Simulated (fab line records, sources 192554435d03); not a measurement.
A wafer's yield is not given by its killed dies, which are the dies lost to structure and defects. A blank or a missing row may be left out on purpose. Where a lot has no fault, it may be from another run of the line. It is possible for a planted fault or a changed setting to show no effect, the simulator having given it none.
One fault through the eyes of 3 desks    flow n5-finfet    numbers are kept per desk, each desk with only its own; the story behind them comes last

== AT THE TOOL OWNER'S DESK: rie-diel-03 ==
The tool's own readings at N5_BEOL_M6_ETCH_66 (etches SOC in N2/H2, target depth 80 nm, overetch 16 nm, time 120 s): means of the sampled wafers that have a number, for each lot that ran on this tool. The brackets show how far a lot's mean lies from the usual mean; more than 4 standard deviations puts the lot out of limits, marked OUT.
Columns: A = drypump-motor-current-A at N5_BEOL_M6_ETCH_66, usual 5.9 A; B = h2-flow-sccm at N5_BEOL_M6_ETCH_66, usual 199.9 sccm; C = oes-product-au at N5_BEOL_M6_ETCH_66, usual 0.62 a.u.; D = rf-vpp-V at N5_BEOL_M6_ETCH_66, usual 523.6 V; E = showerhead-plenum-p-Torr at N5_BEOL_M6_ETCH_66, usual 2.53 Torr; F = temp-c at N5_BEOL_M6_ETCH_66, usual 40.00 C; G = throttle-valve-pct at N5_BEOL_M6_ETCH_66, usual 17.68 %
lot   first seen here  A    B      C     D      E     F      G
L519  day 8 18:22      6.2  200.2  0.55  523.2  2.52  39.93  17.93
L532  day 12 06:22     6.2  199.5  0.58  523.4  2.50  39.90  17.66
L537  day 13 02:46     6.3  200.1  0.64  522.0  2.47  39.99  17.83
L538  day 13 17:23     6.3  199.7  0.67  523.1  2.49  40.07  17.50
Result from this desk: across the 4 lots, nothing is out of limits.

== THE DEFECT DESK ==
Lot by lot, what the route's inspections counted, given as the mean of those sampled wafers with a number. The brackets show how far a lot's mean lies from the usual mean; more than 4 standard deviations puts the lot out of limits, marked OUT.
Columns: A = raw-defect-count at N5_BEOL_M6_INSPECT_30, usual 423
lot   first seen here  A
L519  day 8 18:07      466
L527  day 11 02:38     311
L532  day 12 06:14     642
L537  day 13 02:39     367
L538  day 13 16:54     456
L540  day 14 22:02     310
Result from this desk: across the 6 lots, nothing is out of limits.

== FROM THE METROLOGY DESK ==
Lot by lot, what the gauges showed, no matter which tool ran the lot: averages of those sampled wafers that carry a number. The brackets show how far a lot's mean lies from the usual mean; more than 4 standard deviations puts the lot out of limits, marked OUT.
Columns: A = cd-nm at N5_BEOL_M6_CD_MEAS_28, usual 39.98 nm; B = V5_OVL at N5_BEOL_M6_OVL_MEAS_29, usual 0.2 nm
lot   first seen here  A      B
L519  day 8 18:02      39.99  0.8
L527  day 11 02:32     39.95  -0.7
L532  day 12 06:09     39.69  -0.8
L537  day 13 02:34     39.96  1.1
L538  day 13 16:49     40.24  0.9
L540  day 14 21:57     40.02  1.3
Result from this desk: across the 6 lots, nothing is out of limits.

== BROUGHT TOGETHER ==
The tool owner's desk saw nothing out of limits.
Nothing the defect desk looked at was out of limits.
Metrology desk: nothing out of limits seen.

== WHAT THE SIMULATOR HAD INSERTED ==
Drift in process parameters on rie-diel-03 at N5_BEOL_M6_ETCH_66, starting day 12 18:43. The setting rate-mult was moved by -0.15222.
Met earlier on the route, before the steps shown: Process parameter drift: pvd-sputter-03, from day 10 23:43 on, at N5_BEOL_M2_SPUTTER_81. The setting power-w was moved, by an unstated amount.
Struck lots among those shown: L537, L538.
